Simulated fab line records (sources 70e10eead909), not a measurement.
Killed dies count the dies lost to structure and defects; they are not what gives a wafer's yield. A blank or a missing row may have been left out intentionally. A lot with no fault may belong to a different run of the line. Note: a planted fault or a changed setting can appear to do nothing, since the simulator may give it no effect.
What tool caused it? / flow nand-harc / Sampling: 12 lots, 36 wafers, 6 of 1159 route steps

## WHAT THE GAUGES READ, wafer by wafer
NHARC_P_M0_INSPECT_27. Usual: raw-defect-count at 316, with a standard deviation of 130.
lot=L270; measured=day 6 07:52; on=defect-inspect-01; raw-defect-count=171 151 144; flag=
lot=L272; measured=day 6 17:23; on=defect-inspect-02; raw-defect-count=678 580 324; flag=
lot=L274; measured=day 6 22:34; on=defect-inspect-01; raw-defect-count=417 280 300; flag=
lot=L275; measured=day 6 23:09; on=defect-inspect-02; raw-defect-count=182 385 366; flag=
lot=L277; measured=day 7 13:07; on=defect-inspect-01; raw-defect-count=351 292 347; flag=
lot=L276; measured=day 7 14:29; on=defect-inspect-01; raw-defect-count=194 485 328; flag=
lot=L278; measured=day 8 05:10; on=defect-inspect-01; raw-defect-count=217 393 496; flag=
lot=L279; measured=day 8 05:52; on=defect-inspect-01; raw-defect-count=196 212 303; flag=
lot=L284; measured=day 9 04:52; on=defect-inspect-02; raw-defect-count=242 343 381; flag=
lot=L290; measured=day 10 18:49; on=defect-inspect-01; raw-defect-count=317 587 648; flag=
lot=L291; measured=day 11 08:17; on=defect-inspect-02; raw-defect-count=175 200 142; flag=
lot=L292; measured=day 11 10:08; on=defect-inspect-01; raw-defect-count=335 298 601; flag=

NHARC_END_SORT_01. Usual: defect-limited-yield 95.3 %, standard deviation 1.7; killed-at-array 28, standard deviation 11; killed-at-other 0.8, standard deviation 1.1; killed-at-periphery 3.3, standard deviation 2.8; killed-dies 32, standard deviation 11; killed-open 3.3, standard deviation 1.9; killed-short 1.9, standard deviation 1.4; sort_bin_2_pct 1.4 %, standard deviation 0.68; sort_bin_3_pct 0.25 %, standard deviation 0.24; sort_bin_4_pct 3.0 %, standard deviation 1.1; sort-n-pass 645, standard deviation 11; sort-rim-yield-pct 95.3 %, standard deviation 2.5; sort-yield-pct 95.3 %, standard deviation 1.7.
lot=L270; measured=day 19 16:32; on=prober-02; defect-limited-yield (%)=96.3 96.8 96.6; killed-at-array=24 21 21; killed-at-other=0 0 1; killed-at-periphery=1 1 1; killed-dies=25 22 23; killed-open=4 3 1; killed-short=0 0 1; sort_bin_2_pct (%)=1.5 0.9 0.9; sort_bin_3_pct (%)=0.15 0.15 0.30; sort_bin_4_pct (%)=2.1 2.2 2.2; sort-n-pass=652 655 654; sort-rim-yield-pct (%)=100.0 96.2 98.1; sort-yield-pct (%)=96.3 96.8 96.6; flag=
lot=L272; measured=day 20 01:54; on=prober-02; defect-limited-yield (%)=97.2 97.6 97.6; killed-at-array=8 12 13; killed-at-other=1 2 0; killed-at-periphery=10 2 3; killed-dies=19 16 16; killed-open=3 2 4; killed-short=0 2 1; sort_bin_2_pct (%)=1.2 0.6 1.0; sort_bin_3_pct (%)=0 0 0; sort_bin_4_pct (%)=1.6 1.8 1.3; sort-n-pass=658 661 661; sort-rim-yield-pct (%)=93.4 98.1 97.2; sort-yield-pct (%)=97.2 97.6 97.6; flag=
lot=L274; measured=day 20 12:46; on=prober-01; defect-limited-yield (%)=94.8 96.5 96.8; killed-at-array=34 21 19; killed-at-other=0 0 0; killed-at-periphery=1 3 3; killed-dies=35 24 22; killed-open=3 2 4; killed-short=3 2 1; sort_bin_2_pct (%)=2.2 0.7 1.0; sort_bin_3_pct (%)=0.30 0.30 0; sort_bin_4_pct (%)=2.7 2.5 2.2; sort-n-pass=642 653 655; sort-rim-yield-pct (%)=94.3 100.0 98.1; sort-yield-pct (%)=94.8 96.5 96.8; flag=
lot=L275; measured=day 20 12:49; on=prober-02; defect-limited-yield (%)=96.8 96.2 97.2; killed-at-array=18 21 17; killed-at-other=2 0 0; killed-at-periphery=2 5 2; killed-dies=22 26 19; killed-open=2 0 1; killed-short=2 1 0; sort_bin_2_pct (%)=0.4 0.9 0.7; sort_bin_3_pct (%)=0.30 0 0; sort_bin_4_pct (%)=2.5 3.0 2.1; sort-n-pass=655 651 658; sort-rim-yield-pct (%)=94.3 92.5 94.3; sort-yield-pct (%)=96.8 96.2 97.2; flag=
lot=L277; measured=day 20 20:59; on=prober-01; defect-limited-yield (%)=97.8 98.5 97.9; killed-at-array=12 6 12; killed-at-other=0 1 2; killed-at-periphery=3 3 0; killed-dies=15 10 14; killed-open=3 4 2; killed-short=2 1 1; sort_bin_2_pct (%)=0.7 0.3 0.9; sort_bin_3_pct (%)=0.15 0 0.15; sort_bin_4_pct (%)=1.3 1.2 1.0; sort-n-pass=662 667 663; sort-rim-yield-pct (%)=98.1 98.1 98.1; sort-yield-pct (%)=97.8 98.5 97.9; flag=
lot=L276; measured=day 20 21:01; on=prober-02; defect-limited-yield (%)=94.2 93.1 94.5; killed-at-array=38 47 35; killed-at-other=0 0 0; killed-at-periphery=1 0 2; killed-dies=39 47 37; killed-open=2 4 0; killed-short=3 2 6; sort_bin_2_pct (%)=1.3 1.9 1.6; sort_bin_3_pct (%)=0.15 0.30 0.30; sort_bin_4_pct (%)=4.3 4.7 3.5; sort-n-pass=638 630 640; sort-rim-yield-pct (%)=97.2 92.5 94.3; sort-yield-pct (%)=94.2 93.1 94.5; flag=
lot=L278; measured=day 21 14:41; on=prober-01; defect-limited-yield (%)=97.9 96.5 97.2; killed-at-array=12 21 15; killed-at-other=0 0 0; killed-at-periphery=2 3 4; killed-dies=14 24 19; killed-open=3 6 2; killed-short=0 3 0; sort_bin_2_pct (%)=0.4 1.0 0.4; sort_bin_3_pct (%)=0 0.15 0; sort_bin_4_pct (%)=1.6 2.4 2.4; sort-n-pass=663 653 658; sort-rim-yield-pct (%)=98.1 94.3 99.1; sort-yield-pct (%)=97.9 96.5 97.2; flag=
lot=L279; measured=day 21 22:28; on=prober-01; defect-limited-yield (%)=94.8 93.9 94.1; killed-at-array=29 41 38; killed-at-other=0 0 1; killed-at-periphery=6 0 1; killed-dies=35 41 40; killed-open=8 4 3; killed-short=0 0 0; sort_bin_2_pct (%)=1.5 2.2 2.1; sort_bin_3_pct (%)=0.30 0.44 0.15; sort_bin_4_pct (%)=3.4 3.4 3.7; sort-n-pass=642 636 637; sort-rim-yield-pct (%)=97.2 93.4 95.3; sort-yield-pct (%)=94.8 93.9 94.1; flag=
lot=L284; measured=day 22 02:00; on=prober-02; defect-limited-yield (%)=93.6 93.1 93.4; killed-at-array=34 36 40; killed-at-other=3 5 4; killed-at-periphery=6 6 1; killed-dies=43 47 45; killed-open=1 2 0; killed-short=3 0 3; sort_bin_2_pct (%)=2.1 2.5 2.4; sort_bin_3_pct (%)=0.30 0.44 0.59; sort_bin_4_pct (%)=4.0 4.0 3.7; sort-n-pass=634 630 632; sort-rim-yield-pct (%)=95.3 96.2 97.2; sort-yield-pct (%)=93.6 93.1 93.4; flag=
lot=L290; measured=day 25 01:14; on=prober-02; defect-limited-yield (%)=95.9 94.8 94.5; killed-at-array=27 32 35; killed-at-other=0 1 0; killed-at-periphery=1 2 2; killed-dies=28 35 37; killed-open=2 6 5; killed-short=4 2 1; sort_bin_2_pct (%)=1.0 1.3 0.9; sort_bin_3_pct (%)=0.15 0.30 0.15; sort_bin_4_pct (%)=3.0 3.5 4.4; sort-n-pass=649 642 640; sort-rim-yield-pct (%)=94.3 94.3 93.4; sort-yield-pct (%)=95.9 94.8 94.5; flag=
lot=L291; measured=day 25 02:11; on=prober-01; defect-limited-yield (%)=94.7 94.7 95.3; killed-at-array=32 28 24; killed-at-other=0 1 0; killed-at-periphery=4 7 8; killed-dies=36 36 32; killed-open=1 3 1; killed-short=2 3 4; sort_bin_2_pct (%)=2.2 1.9 1.6; sort_bin_3_pct (%)=0 0.30 0; sort_bin_4_pct (%)=3.1 3.1 3.1; sort-n-pass=641 641 645; sort-rim-yield-pct (%)=92.5 96.2 92.5; sort-yield-pct (%)=94.7 94.7 95.3; flag=
lot=L292; measured=day 24 16:46; on=prober-01; defect-limited-yield (%)=96.5 96.2 95.1; killed-at-array=21 23 29; killed-at-other=0 0 0; killed-at-periphery=3 3 4; killed-dies=24 26 33; killed-open=3 1 4; killed-short=1 2 3; sort_bin_2_pct (%)=1.0 1.2 2.1; sort_bin_3_pct (%)=0 0.15 0.15; sort_bin_4_pct (%)=2.5 2.5 2.7; sort-n-pass=653 651 644; sort-rim-yield-pct (%)=97.2 94.3 92.5; sort-yield-pct (%)=96.5 96.2 95.1; flag=

## WHICH TOOL RAN EACH LOT (tool, then ch and the chambers of the sampled wafers, then the start)
lot=L270; NHARC_P_M0_ETCH_15=rie-diel-12 ch 1,2,3, day 6 06:40 or earlier; NHARC_P_M0_ECD_22=ecd-cu-01 ch 0,1, day 6 06:40; NHARC_P_M0_ANNEAL_30=rtp-anneal-02 ch 0, day 6 07:02; NHARC_P_M0_CMP_23=cmp-01 ch 0,1,2, day 6 07:26
lot=L272; NHARC_P_M0_ETCH_15=rie-diel-12 ch 0,1,3, day 6 16:17 or earlier; NHARC_P_M0_ECD_22=ecd-cu-02 ch 0,1, day 6 16:17; NHARC_P_M0_ANNEAL_30=rtp-anneal-01 ch 0, day 6 16:41; NHARC_P_M0_CMP_23=cmp-03 ch 1,2, day 6 16:55
lot=L274; NHARC_P_M0_ETCH_15=rie-diel-10 ch 0,1,2, day 6 21:25 or earlier; NHARC_P_M0_ECD_22=ecd-cu-02 ch 0,1, day 6 21:25; NHARC_P_M0_ANNEAL_30=rtp-anneal-01 ch 0, day 6 21:45; NHARC_P_M0_CMP_23=cmp-04 ch 1,2,3, day 6 22:06
lot=L275; NHARC_P_M0_ETCH_15=rie-diel-10 ch 0,1, day 6 22:00 or earlier; NHARC_P_M0_ECD_22=ecd-cu-01 ch 0, day 6 22:00; NHARC_P_M0_ANNEAL_30=rtp-anneal-01 ch 0, day 6 22:20; NHARC_P_M0_CMP_23=cmp-03 ch 1,2, day 6 22:41
lot=L277; NHARC_P_M0_ETCH_15=rie-diel-10 ch 2,3, day 7 11:55 or earlier; NHARC_P_M0_ECD_22=ecd-cu-02 ch 0,1, day 7 11:55; NHARC_P_M0_ANNEAL_30=rtp-anneal-01 ch 0, day 7 12:17; NHARC_P_M0_CMP_23=cmp-03 ch 0,2, day 7 12:38
lot=L276; NHARC_P_M0_ETCH_15=rie-diel-10 ch 1,2,3, day 7 12:57 or earlier; NHARC_P_M0_ECD_22=ecd-cu-02 ch 0,1, day 7 12:57; NHARC_P_M0_ANNEAL_30=rtp-anneal-01 ch 0, day 7 13:40; NHARC_P_M0_CMP_23=cmp-04 ch 0,1,2, day 7 14:01
lot=L278; NHARC_P_M0_ETCH_15=rie-diel-10 ch 0,1,2, day 8 03:58 or earlier; NHARC_P_M0_ECD_22=ecd-cu-02 ch 0,1, day 8 03:58; NHARC_P_M0_ANNEAL_30=rtp-anneal-02 ch 0, day 8 04:20; NHARC_P_M0_CMP_23=cmp-03 ch 0,1,2, day 8 04:41
lot=L279; NHARC_P_M0_ETCH_15=rie-diel-08 ch 0,2,3, day 8 04:39 or earlier; NHARC_P_M0_ECD_22=ecd-cu-02 ch 0,1, day 8 04:39; NHARC_P_M0_ANNEAL_30=rtp-anneal-01 ch 0, day 8 05:02; NHARC_P_M0_CMP_23=cmp-03 ch 0,1,2, day 8 05:23
lot=L284; NHARC_P_M0_ETCH_15=rie-diel-10 ch 0,2,3, day 9 03:43 or earlier; NHARC_P_M0_ECD_22=ecd-cu-01 ch 0,1, day 9 03:43; NHARC_P_M0_ANNEAL_30=rtp-anneal-02 ch 0, day 9 04:03; NHARC_P_M0_CMP_23=cmp-03 ch 2,3, day 9 04:25
lot=L290; NHARC_P_M0_ETCH_15=rie-diel-08 ch 1,2,3, day 10 17:33 or earlier; NHARC_P_M0_ECD_22=ecd-cu-01 ch 0,1, day 10 17:33; NHARC_P_M0_ANNEAL_30=rtp-anneal-02 ch 0, day 10 17:59; NHARC_P_M0_CMP_23=cmp-04 ch 0,2,3, day 10 18:16
lot=L291; NHARC_P_M0_ETCH_15=rie-diel-10 ch 0,2,3, day 11 07:08 or earlier; NHARC_P_M0_ECD_22=ecd-cu-02 ch 0,1, day 11 07:08; NHARC_P_M0_ANNEAL_30=rtp-anneal-01 ch 0, day 11 07:31; NHARC_P_M0_CMP_23=cmp-01 ch 0,1,2, day 11 07:49
lot=L292; NHARC_P_M0_ETCH_15=rie-diel-10 ch 1,2,3, day 11 08:56 or earlier; NHARC_P_M0_ECD_22=ecd-cu-02 ch 0,1, day 11 08:56; NHARC_P_M0_ANNEAL_30=rtp-anneal-02 ch 0, day 11 09:19; NHARC_P_M0_CMP_23=cmp-03 ch 0,1,2, day 11 09:40
- NHARC_P_M0_ETCH_15: etches the open film in C4F8/Ar, target depth 150 nm, overetch 15 nm, time 82.5 s.
- NHARC_P_M0_ECD_22: material Cu, target thk 400 nm.
- NHARC_P_M0_ANNEAL_30: time 90 s.
- NHARC_P_M0_CMP_23: polishes, t overpolish 20 s, target thk 117.53 nm.

## WHAT THE TOOLS THEMSELVES READ (means of the sampled wafers that have a number; where no wafer has one, the mark that the record gives instead)
NHARC_P_M0_ETCH_15. Usual: oes-product-au 0.960 a.u., standard deviation 0.02; rf-vpp-V 441.6 V, standard deviation 2.1.
lot=L270; tool=rie-diel-12; oes-product-au (a.u.)=0.981; rf-vpp-V (V)=442.2; flag=
lot=L272; tool=rie-diel-12; oes-product-au (a.u.)=0.963; rf-vpp-V (V)=443.1; flag=
lot=L274; tool=rie-diel-10; oes-product-au (a.u.)=0.964; rf-vpp-V (V)=441.8; flag=
lot=L275; tool=rie-diel-10; oes-product-au (a.u.)=0.965; rf-vpp-V (V)=440.4; flag=
lot=L277; tool=rie-diel-10; oes-product-au (a.u.)=0.950; rf-vpp-V (V)=442.6; flag=
lot=L276; tool=rie-diel-10; oes-product-au (a.u.)=0.919; rf-vpp-V (V)=442.1; flag=
lot=L278; tool=rie-diel-10; oes-product-au (a.u.)=0.969; rf-vpp-V (V)=441.2; flag=
lot=L279; tool=rie-diel-08; oes-product-au (a.u.)=0.968; rf-vpp-V (V)=441.2; flag=
lot=L284; tool=rie-diel-10; oes-product-au (a.u.)=0.961; rf-vpp-V (V)=442.1; flag=
lot=L290; tool=rie-diel-08; oes-product-au (a.u.)=0.919; rf-vpp-V (V)=439.4; flag=
lot=L291; tool=rie-diel-10; oes-product-au (a.u.)=0.957; rf-vpp-V (V)=441.9; flag=
lot=L292; tool=rie-diel-10; oes-product-au (a.u.)=0.950; rf-vpp-V (V)=442.9; flag=

NHARC_P_M0_ANNEAL_30. Usual: wafer_temp_C_max at 226.18, with a standard deviation of 0.28.
lot=L270 tool=rtp-anneal-02 wafer_temp_C_max=225.89 flag=
lot=L272 tool=rtp-anneal-01 wafer_temp_C_max=226.04 flag=
lot=L274 tool=rtp-anneal-01 wafer_temp_C_max=225.93 flag=
lot=L275 tool=rtp-anneal-01 wafer_temp_C_max=226.33 flag=
lot=L277 tool=rtp-anneal-01 wafer_temp_C_max=226.24 flag=
lot=L276 tool=rtp-anneal-01 wafer_temp_C_max=226.12 flag=
lot=L278 tool=rtp-anneal-02 wafer_temp_C_max=226.27 flag=
lot=L279 tool=rtp-anneal-01 wafer_temp_C_max=226.16 flag=
lot=L284 tool=rtp-anneal-02 wafer_temp_C_max=226.07 flag=
lot=L290 tool=rtp-anneal-02 wafer_temp_C_max=225.96 flag=
lot=L291 tool=rtp-anneal-01 wafer_temp_C_max=226.04 flag=
lot=L292 tool=rtp-anneal-02 wafer_temp_C_max=226.42 flag=

NHARC_P_M0_CMP_23. Usual: motor-current-A 12.3 A, standard deviation 1.2; pad-life-wafers 257, standard deviation 150; time-to-endpoint-s 28.0 s, standard deviation 2.4.
lot=L270; tool=cmp-01; motor-current-A (A)=12.4; pad-life-wafers=194; time-to-endpoint-s (s)=26.7; flag=
lot=L272; tool=cmp-03; motor-current-A (A)=12.1; pad-life-wafers=384; time-to-endpoint-s (s)=27.9; flag=
lot=L274; tool=cmp-04; motor-current-A (A)=13.0; pad-life-wafers=224; time-to-endpoint-s (s)=26.7; flag=
lot=L275; tool=cmp-03; motor-current-A (A)=12.0; pad-life-wafers=420; time-to-endpoint-s (s)=26.4; flag=
lot=L277; tool=cmp-03; motor-current-A (A)=11.7; pad-life-wafers=517; time-to-endpoint-s (s)=32.0; flag=
lot=L276; tool=cmp-04; motor-current-A (A)=11.8; pad-life-wafers=302; time-to-endpoint-s (s)=24.5; flag=
lot=L278; tool=cmp-03; motor-current-A (A)=12.0; pad-life-wafers=55; time-to-endpoint-s (s)=20.0; flag=OFF
lot=L279; tool=cmp-03; motor-current-A (A)=11.7; pad-life-wafers=61; time-to-endpoint-s (s)=18.5; flag=OFF
lot=L284; tool=cmp-03; motor-current-A (A)=12.6; pad-life-wafers=230; time-to-endpoint-s (s)=29.1; flag=
lot=L290; tool=cmp-04; motor-current-A (A)=12.8; pad-life-wafers=224; time-to-endpoint-s (s)=26.2; flag=
lot=L291; tool=cmp-01; motor-current-A (A)=12.3; pad-life-wafers=398; time-to-endpoint-s (s)=25.6; flag=
lot=L292; tool=cmp-03; motor-current-A (A)=12.2; pad-life-wafers=511; time-to-endpoint-s (s)=27.1; flag=

## THE ANSWER, worked out from the rows above alone
Rule: lot off if the mean of its wafers having a number is beyond 3 standard deviations from the usual mean. Also off: a lot with no number at a reading for which 4 or more lots have one. Where the step has rows for the other lots, those lots are counted as sound. Order of review: gauges by route order, followed by the tools' own readings, for which a lot's mean as printed above is used. At the first step where some lot is off, the reading lying furthest off is the one used; lots without a number count as furthest.
Off, at NHARC_P_M0_CMP_23 on time-to-endpoint-s: L278, L279.
If a tool, at that step or one of the process steps before it, ran each lot that is off and ran no sound lot following the first of them, it fits. NHARC_P_M0_ETCH_15: start missing for some lots; hours and lot order therefore follow NHARC_P_M0_ECD_22. None of those tried fits.

## WHAT HAD BEEN PUT IN BY THE SIMULATOR
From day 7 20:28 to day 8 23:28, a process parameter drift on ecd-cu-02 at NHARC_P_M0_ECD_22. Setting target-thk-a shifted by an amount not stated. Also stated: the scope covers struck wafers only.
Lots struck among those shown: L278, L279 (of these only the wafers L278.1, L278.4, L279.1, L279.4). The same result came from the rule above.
